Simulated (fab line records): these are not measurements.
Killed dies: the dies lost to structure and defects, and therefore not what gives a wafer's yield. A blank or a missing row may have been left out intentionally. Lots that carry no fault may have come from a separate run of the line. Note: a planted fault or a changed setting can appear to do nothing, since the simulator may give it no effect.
The tool behind it: which one? | flow n5 finfet | Sampling: 11 lots, 28 wafers, 5 of 1938 route steps

== WHAT THE GAUGES READ, wafer by wafer ==
N5_HKMG_FIN_INSPECT_14: inspects for defects (macro). Usual: raw defect count at 2.0, with a standard deviation of 1.5.
lot  | measured    | on                | raw defect count | flag
L640 | day 4 03:23 | defect inspect-01 | 1 0              |
L641 | day 4 13:41 | defect inspect-02 | 3 1 4            |
L642 | day 4 17:11 | defect inspect-01 | 3 2              |
L647 | day 5 21:46 | defect inspect-02 | 1 3 2            |
L648 | day 6 06:54 | defect inspect-02 | 0 0 2            |
L650 | day 6 16:08 | defect inspect-01 | 1 9 1            |
L652 | day 7 04:38 | defect inspect-01 | 3 1              |
L654 | day 7 16:20 | defect inspect-01 | 1 2 1            |
L660 | day 9 01:20 | defect inspect-02 | 1 4              |
L661 | day 9 07:57 | defect inspect-01 | 3 3              |
L662 | day 9 19:31 | defect inspect-01 | 1 4 1            |

N5_BEOL_M4_RC_MEAS_101. Usual: DIBL_N 36.1 mV/V, standard deviation 2; DIBL_P 36.3 mV/V, standard deviation 2.5; IOFF_N 0.16 nA/um, standard deviation 0.037; IOFF_P 0.21 nA/um, standard deviation 0.039; ION_N 678 uA/um, standard deviation 15; ION_P 465 uA/um, standard deviation 8.7; SS_N 71.4 mV/dec, standard deviation 0.7; SS_P 73.3 mV/dec, standard deviation 0.74; VT_N 249 mV, standard deviation 3.6; VT_P -250.0 mV, standard deviation 2.9.
lot  | measured     | on        | DIBL_N (mV/V)  | DIBL_P (mV/V)  | IOFF_N (nA/um) | IOFF_P (nA/um) | ION_N (uA/um) | ION_P (uA/um) | SS_N (mV/dec)  | SS_P (mV/dec)  | VT_N (mV)   | VT_P (mV)            | flag
L640 | day 7 18:09  | prober-01 | 35.5 33.2      | 36.4 33.5      | 0.16 0.11      | 0.26 0.20      | 669 649       | 475 462       | 72.2 71.1      | 73.6 72.7      | 251 257     | -243.3 -247.6        |
L641 | day 8 10:25  | prober-02 | 38.3 35.3 35.2 | 39.1 35.5 36.0 | 0.24 0.16 0.16 | 0.29 0.22 0.23 | 711 670 671   | 482 465 465   | 71.9 71.7 71.8 | 73.6 71.8 72.8 | 241 249 245 | -245.8 -248.4 -249.0 |
L642 | day 8 23:31  | prober-01 | 35.7 37.6      | 35.4 37.8      | 0.14 0.18      | 0.17 0.22      | 675 674       | 457 460       | 70.6 72.1      | 73.0 74.7      | 254 249     | -255.2 -249.7        |
L647 | day 9 07:47  | prober-02 | 32.3 34.5 37.8 | 30.4 33.9 38.5 | 0.09 0.12 0.19 | 0.14 0.18 0.25 | 653 666 679   | 459 465 466   | 70.1 71.4 71.9 | 71.2 73.0 73.8 | 257 251 245 | -253.7 -250.1 -248.5 |
L648 | day 10 17:14 | prober-02 | 38.9 35.9 36.7 | 40.1 37.6 38.4 | 0.20 0.15 0.16 | 0.21 0.18 0.19 | 675 673 670   | 456 453 452   | 72.3 71.5 72.0 | 73.5 72.7 72.8 | 250 252 252 | -253.0 -254.6 -253.3 |
L650 | day 10 22:55 | prober-02 | 34.5 36.6 36.0 | 33.9 35.8 35.6 | 0.13 0.16 0.18 | 0.19 0.22 0.20 | 677 685 690   | 467 462 464   | 71.6 72.0 71.9 | 73.5 73.9 73.1 | 249 246 244 | -249.3 -250.9 -250.3 |
L652 | day 11 16:26 | prober-02 | 38.8 38.7      | 41.2 39.1      | 0.25 0.23      | 0.32 0.27      | 705 697       | 485 474       | 72.3 72.0      | 73.9 73.4      | 243 244     | -243.5 -249.4        |
L654 | day 12 04:50 | prober-01 | 38.4 33.5 37.6 | 37.4 33.7 38.1 | 0.20 0.13 0.20 | 0.24 0.19 0.26 | 668 669 702   | 460 463 478   | 72.1 70.5 71.5 | 74.1 73.0 74.3 | 250 251 245 | -247.2 -248.7 -247.0 |
L660 | day 14 06:56 | prober-02 | 35.6 33.9      | 35.0 33.2      | 0.15 0.13      | 0.20 0.20      | 675 679       | 466 471       | 71.8 70.7      | 73.3 73.0      | 250 252     | -247.7 -248.3        |
L661 | day 13 18:13 | prober-02 | 38.5 35.2      | 39.9 34.9      | 0.21 0.15      | 0.22 0.16      | 685 671       | 455 451       | 72.0 70.6      | 74.3 72.9      | 248 252     | -252.6 -256.1        |
L662 | day 14 13:26 | prober-01 | 39.8 36.3 37.8 | 41.0 37.9 38.1 | 0.25 0.17 0.21 | 0.31 0.25 0.24 | 702 687 689   | 476 474 460   | 72.3 71.1 72.4 | 74.4 74.2 74.1 | 242 246 244 | -245.9 -244.9 -248.1 |

== WHAT TOOL EACH LOT RAN ON (gives the tool, then ch and the chambers of the sampled wafers, and finally the start) ==
lot  | N5_HKMG_FIN_ETCH_32               | N5_HKMG_FIN_STRIP_19                | N5_HKMG_FIN_ALD_71
L640 | rie diel-05 ch 0,2, day 4 03:30   | plasma asher-01 ch 1, day 4 04:08   | ald metal-04 ch 2,3, day 4 05:28
L641 | rie diel-05 ch 1,2,3, day 4 13:49 | plasma asher-02 ch 0,1, day 4 14:19 | ald metal-04 ch 0,1,2, day 4 15:47
L642 | rie diel-04 ch 2,3, day 4 17:19   | plasma asher-02 ch 0, day 4 17:49   | ald metal-03 ch 0,1, day 4 19:17
L647 | rie diel-04 ch 1,2, day 5 22:03   | plasma asher-01 ch 0,1, day 5 22:34 | ald metal-03 ch 1,2,3, day 6 00:04
L648 | rie diel-04 ch 0,2, day 6 07:01   | plasma asher-02 ch 0,1, day 6 07:38 | ald metal-04 ch 0,3, day 6 08:59
L650 | rie diel-06 ch 1,3, day 6 16:29   | plasma asher-02 ch 1, day 6 17:00   | ald metal-03 ch 1,2,3, day 6 18:28
L652 | rie diel-04 ch 0,1, day 7 04:46   | plasma asher-02 ch 0,1, day 7 05:18 | ald metal-04 ch 1,3, day 7 06:45
L654 | rie diel-06 ch 0,1,3, day 7 16:28 | plasma asher-02 ch 0,1, day 7 16:58 | ald metal-04 ch 0,1,3, day 7 18:25
L660 | rie diel-04 ch 2, day 9 01:34     | plasma asher-02 ch 0, day 9 02:13   | ald metal-02 ch 1, day 9 03:54
L661 | rie diel-06 ch 0,2, day 9 08:04   | plasma asher-02 ch 1, day 9 08:35   | ald metal-02 ch 0,2, day 9 10:05
L662 | rie diel-04 ch 0,1,2, day 9 19:38 | plasma asher-02 ch 0,1, day 9 20:16 | ald metal-04 ch 0,1,2, day 9 21:38
- N5_HKMG_FIN_ETCH_32: etches SOC in N2/H2, target depth 240 nm, time 300 s.
- N5_HKMG_FIN_STRIP_19: strips in N2/H2, time 360 s.
- N5_HKMG_FIN_ALD_71: deposits TiN, target thk 1 nm, pulse time 1 s, purge time 3 s.

== WHAT THE TOOLS THEMSELVES READ (means of the sampled wafers that have a number; where no wafer has one, the mark that the record gives instead) ==
N5_HKMG_FIN_ETCH_32. Usual: drypump motor current A 5.8 A, standard deviation 0.42; oes product au 0.79 a.u., standard deviation 0.11; rf vpp V 524.8 V, standard deviation 2.3; showerhead plenum p Torr 2.57 Torr, standard deviation 0.08; throttle valve pct 17.81 %, standard deviation 0.28.
lot  | tool        | drypump motor current A (A) | oes product au (a.u.) | rf vpp V (V) | showerhead plenum p Torr (Torr) | throttle valve pct (%) | flag
L640 | rie diel-05 | 5.6                         | 0.73                  | 525.3        | 2.62                            | 18.03                  |
L641 | rie diel-05 | 6.0                         | 0.84                  | 524.4        | 2.61                            | 17.84                  |
L642 | rie diel-04 | 5.7                         | 0.79                  | 526.0        | 2.59                            | 17.83                  |
L647 | rie diel-04 | 5.7                         | 0.79                  | 527.2        | 2.66                            | 17.87                  |
L648 | rie diel-04 | 5.5                         | 0.75                  | 526.3        | 2.62                            | 17.97                  |
L650 | rie diel-06 | 6.0                         | 0.86                  | 526.1        | 2.61                            | 17.56                  |
L652 | rie diel-04 | 5.3                         | 0.70                  | 526.0        | 2.62                            | 18.16                  |
L654 | rie diel-06 | 5.8                         | 0.76                  | 524.1        | 2.53                            | 17.68                  |
L660 | rie diel-04 | 5.8                         | 0.81                  | 526.4        | 2.66                            | 17.74                  |
L661 | rie diel-06 | 5.9                         | 0.80                  | 521.7        | 2.49                            | 17.62                  |
L662 | rie diel-04 | 5.5                         | 0.84                  | 525.7        | 2.62                            | 17.87                  |

N5_HKMG_FIN_STRIP_19. Usual: drypump motor current A 5.7 A, standard deviation 0.45; heater power w 482 W, standard deviation 26.
lot  | tool            | drypump motor current A (A) | heater power w (W) | flag
L640 | plasma asher-01 | 6.5                         | 466                |
L641 | plasma asher-02 | 5.7                         | 468                |
L642 | plasma asher-02 | 5.8                         | 462                |
L647 | plasma asher-01 | 6.0                         | 493                |
L648 | plasma asher-02 | 5.5                         | 477                |
L650 | plasma asher-02 | 5.5                         | 487                |
L652 | plasma asher-02 | 5.6                         | 476                |
L654 | plasma asher-02 | 5.6                         | 478                |
L660 | plasma asher-02 | 5.8                         | 452                |
L661 | plasma asher-02 | 5.4                         | 488                |
L662 | plasma asher-02 | 5.6                         | 467                |

N5_HKMG_FIN_ALD_71. Usual: heater power w 888 W, standard deviation 100; precursor pulse height rel 1.001, standard deviation 0.021.
lot  | tool         | heater power w (W) | precursor pulse height rel | flag
L640 | ald metal-04 | 809                | 1.012                      |
L641 | ald metal-04 | 917                | 0.980                      |
L642 | ald metal-03 | 973                | 1.000                      |
L647 | ald metal-03 | 919                | 0.988                      |
L648 | ald metal-04 | 917                | 0.985                      |
L650 | ald metal-03 | 904                | 0.998                      |
L652 | ald metal-04 | 898                | 0.987                      |
L654 | ald metal-04 | 953                | 1.000                      |
L660 | ald metal-02 | 866                | 0.994                      |
L661 | ald metal-02 | 834                | 1.000                      |
L662 | ald metal-04 | 916                | 0.999                      |

== THE ANSWER, worked out from the rows above alone ==
Rule: a lot counts as off when the mean over its wafers that have a number is more than 3 standard deviations away from the usual mean. Also off: a lot with no number at a reading for which 4 or more lots have one. Any other lot the step has rows for is counted as sound. After the gauges, taken in route order, come the tools' own readings; for these a lot's mean is taken, as printed above. The first step at which some lot is off is used, and at that step the reading that is off furthest; a lot without a number counts as furthest.
No lot is off at any reading shown: from this, nothing can be told.

== WHAT THE SIMULATOR HAD PUT IN ==
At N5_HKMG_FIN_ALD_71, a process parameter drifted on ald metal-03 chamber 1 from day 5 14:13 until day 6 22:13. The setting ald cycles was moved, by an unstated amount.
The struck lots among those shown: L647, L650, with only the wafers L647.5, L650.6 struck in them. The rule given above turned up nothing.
